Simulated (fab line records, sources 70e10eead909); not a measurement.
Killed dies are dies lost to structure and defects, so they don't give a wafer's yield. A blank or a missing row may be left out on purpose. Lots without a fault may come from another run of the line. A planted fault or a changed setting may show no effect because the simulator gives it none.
Problem report in the 8D (eight disciplines) form, filled by code | flow nand_harc | the parts of the form that need people (team, actions taken, sign-off) are left out

1. THE PROBLEM
raw_defect_count at NHARC_P_STI_INSPECT_11 reads a mean of 331.0 on 1 wafer of 1 lot; wafers without a fault read 6.2 with a standard deviation of 2.8. That is +99 or more standard deviations from the usual mean.
First seen on wafer L378.5, day 11 06:31, on defect_inspect-01. The record holds 13 wafers of 5 lots with a number at this step. Rule for "out", or "out of limits": more than 4 standard deviations from the usual mean. The other wafers with a number count as sound.

2. WHAT IT IS AND WHAT IT IS NOT
question                    | is                     | is not
which readings at this step | raw_defect_count       | -
which lots                  | L378                   | L358, L370, L380, L381
which wafers of those lots  | all that have a number | -
read on which gauges        | defect_inspect-01      | defect_inspect-02
when                        | from day 11 06:31      | up to then (6 sound wafers); but 6 sound wafers of L380, L381 came after

3. SUSPECTS, AND WHAT RULES EACH OUT
Counting: a tool at a process step up to the reading stays a suspect if it ran every lot that is out and no sound lot after the first of them.
- the gauge at NHARC_P_STI_INSPECT_11: ruled out. All the wafers that are out were read on defect_inspect-01, but those of them that NHARC_END_SORT_01 has rows for are out there too, on other tools.
- rie_diel-05 at NHARC_P_ZERO_WELL_DESCUM_54 (chemistry O2, time 3 s): ruled out as a lasting fault. Sound lots L380 ran on it after its first lot that is out, L378 (day 10 10:01).
- rtp_anneal-02 at NHARC_P_ZERO_WELL_RTA_42 (time 300 s): ruled out as a lasting fault. Sound lots L381 ran on it after its first lot that is out, L378 (day 10 11:25).
- wet_bench-03 at NHARC_P_STI_PRECLEAN_27 (cleans in SC1): kept. It ran the lot that is out, L378 (day 10 11:47), and no sound lot after that; its last sound lot up to then is L370 (day 7 03:49).
Left after counting: wet_bench-03 at NHARC_P_STI_PRECLEAN_27.

4. THE CAUSE (what the simulator had put in)
Chamber particle source: wet_bench-03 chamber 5, from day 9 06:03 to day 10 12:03, at NHARC_P_STI_PRECLEAN_27. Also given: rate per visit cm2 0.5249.
Counting left only this tool.

5. THE CHAIN OF EFFECTS, in route order
Each row: a reading whose mean over the struck wafers that have a number lies more than 3 standard deviations from the usual. Only readings for which the record gives a usual standard deviation are gone through. hours: the time from each lot's start at the first step in this table that gives one to its start at this step, as a median over the lots. sigmas: the change in usual standard deviations.
hours | step                   | reading             | usual | on struck wafers | change | sigmas
0     | NHARC_P_STI_INSPECT_11 | raw_defect_count    | 6.2   | 331.0            | +324.8 | +99 or more
544   | NHARC_END_SORT_01      | killed_at_periphery | 4.0   | 78.0             | +74.0  | +27
544   | NHARC_END_SORT_01      | killed_dies         | 54    | 132              | +78    | +4.1

6. WHAT WOULD HAVE CAUGHT IT SOONER
In this record the first reading out of limits at a measuring or inspecting step was taken at day 11 06:31, 48 hours after the fault began at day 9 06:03.
All the lots that are out (1) had begun NHARC_P_STI_PRECLEAN_27 on wet_bench-03 by day 11 06:31. A hold on the tool at that time would have spared none of them.
